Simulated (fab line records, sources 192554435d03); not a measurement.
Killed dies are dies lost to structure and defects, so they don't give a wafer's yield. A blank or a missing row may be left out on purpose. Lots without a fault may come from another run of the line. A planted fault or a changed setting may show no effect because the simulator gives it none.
Chamber matching | flow n5_finfet | N5_BEOL_M6_ETCH_72 on rie_diel-05: 4 sister chambers
The step etches underlayer in N2/H2, target depth 6.5 nm, time 5.2 s. 4 wafers are shown with their chamber, then 7 later ones without.

WAFERS WITH THEIR CHAMBER
wafer  | chamber | drypump_motor_current_A (A)
L333.3 | 0       | 5.3
L333.4 | 2       | 5.6
L346.2 | 3       | 6.8
L346.3 | 1       | 6.0

WAFERS WITHOUT THEIR CHAMBER
wafer  | drypump_motor_current_A (A)
L346.4 | 5.3
L347.3 | 5.3
L347.4 | 5.2
L347.6 | 6.0
L349.2 | 6.0
L349.3 | 5.2
L349.5 | 5.6

WHICH CHAMBER EACH WENT THROUGH
wafer  | from the rows above | in truth
L346.4 | 0                   | 0
L347.3 | 0                   | 0
L347.4 | 0                   | 0
L347.6 | 1                   | 1
L349.2 | 1                   | 1
L349.3 | 0                   | 0
L349.5 | 2                   | 2
Placed correctly: 7 of 7. Can't be placed from these rows: 0. Placed wrongly: 0.
How it was worked out, from the rows above alone: a wafer's distance from a chamber is the root of the sum, over the readings, of the square of ((its reading less the chamber's mean) divided by the reading's scatter). The wafer belongs to the nearest chamber; if the next one is less than 2 further off, it can't be placed. A chamber's mean is the mean of its shown wafers. The scatter: with one shown wafer a chamber, the root of the mean of the squares of how far each hidden wafer lies from its nearest shown one.
